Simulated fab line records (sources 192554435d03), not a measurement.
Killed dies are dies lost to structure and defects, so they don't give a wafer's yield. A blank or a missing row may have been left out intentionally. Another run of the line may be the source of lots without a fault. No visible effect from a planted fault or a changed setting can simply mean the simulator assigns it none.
Chamber matching :: flow n5-finfet :: 4 sister chambers for N5_BEOL_M10_STRIP_36 on rie-diel-04
The step strips in N2/H2. 18 wafers are shown with their chamber, then 9 later ones without.

## EACH WAFER AND ITS CHAMBER
wafer: L078.1
chamber: 1
showerhead-plenum-p-Torr (Torr): 2.48
throttle-valve-pct (%): 23.79
oes-product-au (a.u.): 0.85

wafer: L078.3
chamber: 2
showerhead-plenum-p-Torr (Torr): 2.57
throttle-valve-pct (%): 23.76
oes-product-au (a.u.): 0.85

wafer: L078.4
chamber: 0
showerhead-plenum-p-Torr (Torr): 2.49
throttle-valve-pct (%): 23.54
oes-product-au (a.u.): 0.70

wafer: L083.2
chamber: 3
showerhead-plenum-p-Torr (Torr): 2.56
throttle-valve-pct (%): 23.57
oes-product-au (a.u.): 0.80

wafer: L083.3
chamber: 1
showerhead-plenum-p-Torr (Torr): 2.47
throttle-valve-pct (%): 23.83
oes-product-au (a.u.): 0.84

wafer: L083.6
chamber: 1
showerhead-plenum-p-Torr (Torr): 2.47
throttle-valve-pct (%): 23.78
oes-product-au (a.u.): 0.85

wafer: L082.2
chamber: 1
showerhead-plenum-p-Torr (Torr): 2.47
throttle-valve-pct (%): 23.78
oes-product-au (a.u.): 0.85

wafer: L082.4
chamber: 2
showerhead-plenum-p-Torr (Torr): 2.56
throttle-valve-pct (%): 23.79
oes-product-au (a.u.): 0.81

wafer: L082.5
chamber: 3
showerhead-plenum-p-Torr (Torr): 2.56
throttle-valve-pct (%): 23.56
oes-product-au (a.u.): 0.81

wafer: L084.2
chamber: 1
showerhead-plenum-p-Torr (Torr): 2.47
throttle-valve-pct (%): 23.82
oes-product-au (a.u.): 0.85

wafer: L084.3
chamber: 2
showerhead-plenum-p-Torr (Torr): 2.56
throttle-valve-pct (%): 23.76
oes-product-au (a.u.): 0.82

wafer: L084.4
chamber: 0
showerhead-plenum-p-Torr (Torr): 2.49
throttle-valve-pct (%): 23.20
oes-product-au (a.u.): 0.97

wafer: L085.1
chamber: 1
showerhead-plenum-p-Torr (Torr): 2.47
throttle-valve-pct (%): 23.80
oes-product-au (a.u.): 0.82

wafer: L085.2
chamber: 2
showerhead-plenum-p-Torr (Torr): 2.56
throttle-valve-pct (%): 23.78
oes-product-au (a.u.): 0.80

wafer: L085.3
chamber: 0
showerhead-plenum-p-Torr (Torr): 2.49
throttle-valve-pct (%): 23.13
oes-product-au (a.u.): 0.96

wafer: L088.2
chamber: 3
showerhead-plenum-p-Torr (Torr): 2.55
throttle-valve-pct (%): 23.63
oes-product-au (a.u.): 0.81

wafer: L088.3
chamber: 1
showerhead-plenum-p-Torr (Torr): 2.47
throttle-valve-pct (%): 23.84
oes-product-au (a.u.): 0.82

wafer: L088.5
chamber: 1
showerhead-plenum-p-Torr (Torr): 2.47
throttle-valve-pct (%): 23.83
oes-product-au (a.u.): 0.83

SIGNATURES (means of the wafers above)
reading: showerhead-plenum-p-Torr
chamber 0: 2.4900
chamber 1: 2.4713
chamber 2: 2.5625
chamber 3: 2.5567
scatter within a chamber: 0.00405

reading: throttle-valve-pct
chamber 0: 23.2900
chamber 1: 23.8087
chamber 2: 23.7725
chamber 3: 23.5867
scatter within a chamber: 0.0861

reading: oes-product-au
chamber 0: 0.8767
chamber 1: 0.8387
chamber 2: 0.8200
chamber 3: 0.8067
scatter within a chamber: 0.0595
Rule: a wafer's distance from a chamber is the root of the sum, over the readings, of the square of ((its reading less the chamber's mean) divided by the reading's scatter). The wafer belongs to the nearest chamber; if the next one is less than 2 further off, it can't be placed. The scatter: take each reading less its chamber's mean, square it, sum over the shown wafers, divide by the number of wafers less the number of chambers, and take the root.

## WAFERS WITH NO CHAMBER GIVEN
wafer: L090.2
showerhead-plenum-p-Torr (Torr): 2.47
throttle-valve-pct (%): 23.82
oes-product-au (a.u.): 0.83

wafer: L090.3
showerhead-plenum-p-Torr (Torr): 2.56
throttle-valve-pct (%): 23.80
oes-product-au (a.u.): 0.81

wafer: L090.4
showerhead-plenum-p-Torr (Torr): 2.55
throttle-valve-pct (%): 23.60
oes-product-au (a.u.): 0.82

wafer: L093.1
showerhead-plenum-p-Torr (Torr): 2.56
throttle-valve-pct (%): 23.79
oes-product-au (a.u.): 0.79

wafer: L093.3
showerhead-plenum-p-Torr (Torr): 2.48
throttle-valve-pct (%): 23.19
oes-product-au (a.u.): 0.93

wafer: L093.6
showerhead-plenum-p-Torr (Torr): 2.48
throttle-valve-pct (%): 23.17
oes-product-au (a.u.): 0.92

wafer: L097.1
showerhead-plenum-p-Torr (Torr): 2.55
throttle-valve-pct (%): 23.65
oes-product-au (a.u.): 0.80

wafer: L097.3
showerhead-plenum-p-Torr (Torr): 2.55
throttle-valve-pct (%): 23.79
oes-product-au (a.u.): 0.79

wafer: L097.6
showerhead-plenum-p-Torr (Torr): 2.55
throttle-valve-pct (%): 23.65
oes-product-au (a.u.): 0.78

## EACH ONE'S CHAMBER
wafer: L090.2
from the rows above: 1
in truth: 1

wafer: L090.3
from the rows above: can't be placed: 2 or 3
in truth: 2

wafer: L090.4
from the rows above: 3
in truth: 3

wafer: L093.1
from the rows above: can't be placed: 2 or 3
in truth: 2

wafer: L093.3
from the rows above: 0
in truth: 0

wafer: L093.6
from the rows above: 0
in truth: 0

wafer: L097.1
from the rows above: can't be placed: 3 or 2
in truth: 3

wafer: L097.3
from the rows above: can't be placed: 3 or 2
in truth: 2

wafer: L097.6
from the rows above: can't be placed: 3 or 2
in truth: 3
Correctly placed: 4 of 9. Can't be placed from these rows: 5 (the true chamber is among the candidates in 5). Number placed wrongly: 0.
